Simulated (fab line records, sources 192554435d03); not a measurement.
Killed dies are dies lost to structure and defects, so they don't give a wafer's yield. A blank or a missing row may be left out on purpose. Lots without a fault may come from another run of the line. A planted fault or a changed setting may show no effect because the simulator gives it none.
Chamber matching | flow n5_finfet | N5_BEOL_M9_ILD_DEP_00 on pecvd-04: 3 sister chambers
The step deposits SiCOH lowk from DEMS/porogen, target thk 308.51 nm, time 58 s. 24 wafers are shown with their chamber, then 12 later ones without.

WAFERS WITH THEIR CHAMBER
wafer  | chamber | showerhead_plenum_p_Torr (Torr) | heater_power_w (W) | throttle_valve_pct (%)
L074.1 | 2       | 5.754                           | 251                | 13.1
L074.3 | 0       | 5.726                           | 370                | 13.1
L074.5 | 2       | 5.738                           | 267                | 13.0
L077.1 | 1       | 5.757                           | 379                | 13.2
L077.3 | 2       | 5.764                           | 289                | 12.9
L077.5 | 2       | 5.749                           | 294                | 13.2
L078.2 | 1       | 5.746                           | 363                | 13.4
L078.4 | 0       | 5.706                           | 377                | 13.0
L078.5 | 1       | 5.737                           | 373                | 13.4
L081.2 | 2       | 5.727                           | 277                | 13.2
L081.4 | 0       | 5.711                           | 382                | 13.2
L081.5 | 1       | 5.746                           | 364                | 13.4
L084.1 | 2       | 5.739                           | 269                | 12.9
L084.3 | 1       | 5.755                           | 364                | 13.2
L084.4 | 0       | 5.721                           | 373                | 13.1
L086.1 | 2       | 5.754                           | 293                | 13.1
L086.2 | 1       | 5.750                           | 310                | 13.1
L086.5 | 2       | 5.729                           | 238                | 13.1
L089.2 | 1       | 5.752                           | 307                | 13.0
L089.4 | 0       | 5.717                           | 324                | 13.1
L089.6 | 1       | 5.753                           | 330                | 13.3
L091.2 | 0       | 5.716                           | 343                | 13.3
L091.4 | 1       | 5.739                           | 296                | 13.0
L091.6 | 0       | 5.719                           | 349                | 12.8

SIGNATURES (means of the wafers above)
reading                  | chamber 0 | chamber 1 | chamber 2 | scatter within a chamber
showerhead_plenum_p_Torr | 5.71657   | 5.74833   | 5.74425   | 0.00936
heater_power_w           | 359.71    | 342.89    | 272.25    | 25.7
throttle_valve_pct       | 13.086    | 13.222    | 13.062    | 0.148
Rule: a wafer's distance from a chamber is the root of the sum, over the readings, of the square of ((its reading less the chamber's mean) divided by the reading's scatter). The wafer belongs to the nearest chamber; if the next one is less than 2 further off, it can't be placed. The scatter: the root of (the sum of the squares of (reading less its chamber's mean) over the shown wafers, divided by (wafers less chambers)).

WAFERS WITHOUT THEIR CHAMBER
wafer  | showerhead_plenum_p_Torr (Torr) | heater_power_w (W) | throttle_valve_pct (%)
L090.1 | 5.749                           | 358                | 13.2
L090.5 | 5.731                           | 361                | 13.3
L090.6 | 5.760                           | 262                | 12.9
L092.2 | 5.755                           | 364                | 13.3
L092.5 | 5.757                           | 364                | 13.0
L092.6 | 5.726                           | 344                | 13.3
L095.1 | 5.739                           | 285                | 12.8
L095.5 | 5.737                           | 288                | 13.2
L095.6 | 5.759                           | 376                | 13.1
L097.1 | 5.712                           | 356                | 13.2
L097.4 | 5.729                           | 281                | 13.1
L097.5 | 5.771                           | 376                | 13.2

WHICH CHAMBER EACH WENT THROUGH
wafer  | from the rows above          | in truth
L090.1 | 1                            | 1
L090.5 | can't be placed: 1 or 0      | 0
L090.6 | can't be placed: 2 or 1      | 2
L092.2 | 1                            | 1
L092.5 | can't be placed: 1 or 2      | 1
L092.6 | can't be placed: 0 or 1 or 2 | 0
L095.1 | can't be placed: 2 or 1      | 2
L095.5 | can't be placed: 2 or 1      | 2
L095.6 | 1                            | 1
L097.1 | 0                            | 0
L097.4 | can't be placed: 2 or 1 or 0 | 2
L097.5 | 1                            | 1
Placed correctly: 5 of 12. Can't be placed from these rows: 7 (the true chamber is among the candidates in 7). Placed wrongly: 0.
